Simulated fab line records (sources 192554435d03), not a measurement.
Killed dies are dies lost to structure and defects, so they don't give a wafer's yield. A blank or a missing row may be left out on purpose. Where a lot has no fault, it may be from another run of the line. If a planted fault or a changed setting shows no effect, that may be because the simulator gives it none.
Which tool was responsible? ; flow n5Finfet ; 11 lots with 33 wafers sampled at 5 steps, on a route of 1938 steps

WHAT THE GAUGES READ, wafer by wafer
N5_BEOL_M3_THK_MEAS_53: measures by xrf.
lot;measured;on;M3_THK (nm)
L148;day 7 22:17;filmMetro-02;37.8 37.3 41.0
L147;day 8 02:28;filmMetro-01;40.7 39.7 40.0
L150;day 8 19:42;filmMetro-02;37.2 39.1 40.6
L152;day 9 08:09;filmMetro-02;37.1 38.3 39.0
L161;day 11 15:29;filmMetro-02;39.9 39.6 39.8
L160;day 12 01:26;filmMetro-01;40.0 39.8 40.2
L164;day 12 06:58;filmMetro-01;38.9 39.2 42.5
L162;day 12 11:15;filmMetro-02;37.2 39.0 40.0
L165;day 12 16:34;filmMetro-02;37.5 39.9 38.7
L166;day 13 03:20;filmMetro-02;39.2 40.9 43.1
L167;day 13 14:08;filmMetro-02;38.1 40.2 39.8

N5_BEOL_M4_RC_MEAS_101.
lot;measured;on;DIBL_N (mV/V);DIBL_P (mV/V);IOFF_N (nA/um);IOFF_P (nA/um);ION_N (uA/um);ION_P (uA/um);SS_N (mV/dec);SS_P (mV/dec);VT_N (mV);VT_P (mV)
L148;day 8 09:57;prober-01;31.8 34.7 31.2;30.7 35.7 30.9;0.109 0.146 0.097;0.15 0.21 0.15;658 667 652;457 465 457;71.1 72.3 70.0;71.7 73.5 71.7;253 250 256;-253 -249 -250
L147;day 8 19:02;prober-02;36.0 35.5 38.2;35.6 35.7 37.7;0.173 0.165 0.214;0.22 0.23 0.27;682 682 690;468 468 469;71.7 71.4 71.7;73.0 73.1 73.6;248 247 246;-247 -244 -242
L150;day 9 04:28;prober-01;33.5 33.3 34.0;33.1 32.9 33.4;0.131 0.129 0.138;0.17 0.17 0.16;676 670 675;461 453 460;71.2 71.2 70.9;72.3 73.0 73.1;249 251 253;-254 -255 -254
L152;day 9 19:20;prober-02;33.6 31.6 31.3;34.0 31.3 31.5;0.139 0.109 0.106;0.22 0.18 0.18;672 659 655;467 467 457;71.6 70.8 70.6;73.1 71.9 71.9;250 252 253;-246 -249 -247
L161;day 12 16:46;prober-01;35.4 36.8 36.3;34.8 35.9 35.6;0.146 0.168 0.158;0.20 0.23 0.21;679 672 658;463 462 455;71.4 72.1 71.6;73.3 72.6 72.7;253 246 251;-248 -248 -248
L160;day 12 19:33;prober-02;34.3 35.3 35.3;35.3 36.7 36.2;0.134 0.158 0.158;0.21 0.22 0.21;670 678 680;468 469 469;71.1 71.9 71.5;73.3 74.3 73.1;254 248 250;-247 -250 -249
L164;day 12 22:56;prober-01;35.7 35.8 34.8;35.6 35.3 34.3;0.147 0.151 0.132;0.19 0.18 0.18;670 672 679;459 459 464;71.4 71.8 71.2;73.1 72.7 72.9;250 250 251;-254 -255 -254
L162;day 13 04:05;prober-01;34.3 37.8 39.0;32.9 37.6 37.7;0.113 0.182 0.201;0.21 0.30 0.29;654 681 676;457 475 466;70.6 71.5 72.7;72.9 73.5 74.2;259 249 249;-250 -243 -243
L165;day 13 23:04;prober-01;34.1 34.5 34.7;34.2 33.9 36.2;0.138 0.140 0.165;0.20 0.19 0.24;668 670 696;462 459 477;70.5 71.0 71.9;73.2 73.2 73.1;251 253 246;-247 -249 -246
L166;day 14 05:44;prober-01;33.6 36.4 33.3;33.2 36.0 32.2;0.113 0.156 0.106;0.18 0.22 0.16;655 676 656;462 475 455;70.6 71.6 70.8;72.5 73.7 71.9;253 252 255;-249 -248 -252
L167;day 14 18:48;prober-01;34.3 37.4 36.3;33.8 38.1 36.9;0.121 0.175 0.154;0.19 0.26 0.23;656 675 674;450 472 472;71.3 71.4 71.2;72.6 73.6 72.7;253 249 251;-251 -247 -250

EACH LOT AND THE TOOL THAT RAN IT (in order: tool; ch and the chambers of the sampled wafers; start)
lot;N5_BEOL_M3_ANNEAL_49;N5_BEOL_M3_SPUTTER_90;N5_BEOL_M3_CO_CAP_55
L148;pvdSputter-02, day 7 18:26;pvdSputter-02, day 7 19:27;cvdCo-01 ch 1,2, day 7 22:28
L147;pvdSputter-02, day 7 23:59;pvdSputter-02, day 8 01:01;cvdCo-01 ch 0,2, day 8 02:32
L150;pvdSputter-02, day 8 12:33;pvdSputter-02, day 8 13:34;cvdCo-02 ch 0,1,2, day 8 19:46
L152;pvdSputter-02, day 9 03:29;pvdSputter-02, day 9 04:31;cvdCo-02 ch 0,1,2, day 9 08:13
L161;pvdSputter-02, day 11 12:45;pvdSputter-02, day 11 13:46;cvdCo-02 ch 0,1,2, day 11 15:34
L160;pvdSputter-02, day 11 22:58;pvdSputter-02, day 11 23:59;cvdCo-02 ch 0,1,2, day 12 01:32
L164;pvdSputter-01, day 12 04:29;pvdSputter-01, day 12 05:30;cvdCo-01 ch 0,2, day 12 07:02
L162;pvdSputter-01, day 12 08:47;pvdSputter-01, day 12 09:48;cvdCo-02 ch 1,2, day 12 11:20
L165;pvdSputter-02, day 12 14:05;pvdSputter-02, day 12 15:07;cvdCo-01 ch 0,1,2, day 12 16:46
L166;pvdSputter-01, day 12 22:46;pvdSputter-01, day 13 01:53;cvdCo-01 ch 0,1,2, day 13 03:25
L167;pvdSputter-01, day 13 11:38;pvdSputter-01, day 13 12:39;cvdCo-01 ch 0,1,2, day 13 14:13
- N5_BEOL_M3_ANNEAL_49: time 240 s.
- N5_BEOL_M3_SPUTTER_90: material Cu, target thk 4.5 nm, time 8.29 s.
- N5_BEOL_M3_CO_CAP_55: material Co, precursor CCTBA/H2, target thk 2 nm, time 102.1 s.

AS READ BY THE TOOLS THEMSELVES (means over the sampled wafers that have a number; for cases with no such wafer, the mark the record gives instead)
N5_BEOL_M3_ANNEAL_49.
lot;tool;heaterPowerW (W)
L148;pvdSputter-02;988
L147;pvdSputter-02;868
L150;pvdSputter-02;921
L152;pvdSputter-02;858
L161;pvdSputter-02;928
L160;pvdSputter-02;907
L164;pvdSputter-01;867
L162;pvdSputter-01;777
L165;pvdSputter-02;905
L166;pvdSputter-01;889
L167;pvdSputter-01;754

N5_BEOL_M3_SPUTTER_90.
lot;tool;throttleValvePct (%)
L148;pvdSputter-02;30.1
L147;pvdSputter-02;31.0
L150;pvdSputter-02;30.7
L152;pvdSputter-02;31.2
L161;pvdSputter-02;30.9
L160;pvdSputter-02;31.3
L164;pvdSputter-01;31.1
L162;pvdSputter-01;30.3
L165;pvdSputter-02;31.2
L166;pvdSputter-01;31.2
L167;pvdSputter-01;30.9

N5_BEOL_M3_CO_CAP_55.
lot;tool;heaterPowerW (W);runLengthS (s)
L148;cvdCo-01;228;125.4
L147;cvdCo-01;252;124.6
L150;cvdCo-02;222;125.3
L152;cvdCo-02;225;125.4
L161;cvdCo-02;227;167.8
L160;cvdCo-02;226;153.5
L164;cvdCo-01;252;124.5
L162;cvdCo-02;222;153.9
L165;cvdCo-01;239;124.8
L166;cvdCo-01;243;125.0
L167;cvdCo-01;242;125.1

THE ANSWER, worked out from the rows above alone
Rule: the usual values come from the lots themselves. Put in order of their means at a reading, lots are off if they are a third of the lots or fewer, leave a main group of 4 or more, and stand apart from it by a gap of 3 or more times the standard deviation of the main group's means; of several such gaps the widest counts. Not used: any main group whose means are identical at the precision the tables above print for the reading. A lot without any number at a reading at which 4 lots or more have one is off too. All remaining lots with rows at the step are treated as sound. First the gauges in route order, then the tools' own readings, where a lot's mean is used as printed above. At the first step where some lot is off, the reading lying furthest off is the one used; lots without a number count as furthest.
Off, at N5_BEOL_M3_CO_CAP_55 on runLengthS: L161, L160, L162. For the main group the mean is 125.0 s and the standard deviation 0.33.
A tool fits if, at that step or a process step before it, it ran every lot that is off, and no sound lot after the first of them. One candidate fits, namely cvdCo-02 at N5_BEOL_M3_CO_CAP_55. Its last sound lot is L152 (day 9 08:13), its first lot that is off L161 (day 11 15:34): a fault that began between those two fits.
On the lots that are off, the tool's own readings at N5_BEOL_M3_CO_CAP_55 differ by more than 5 times the standard deviation of the sound lots' means, which bears it out; runLengthS reads 158.4 s there versus 125.0 s on the sound lots.

WHAT THE SIMULATOR HAD INSERTED
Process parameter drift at N5_BEOL_M3_CO_CAP_55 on cvdCo-02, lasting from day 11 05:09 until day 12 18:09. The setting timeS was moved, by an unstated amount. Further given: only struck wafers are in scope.
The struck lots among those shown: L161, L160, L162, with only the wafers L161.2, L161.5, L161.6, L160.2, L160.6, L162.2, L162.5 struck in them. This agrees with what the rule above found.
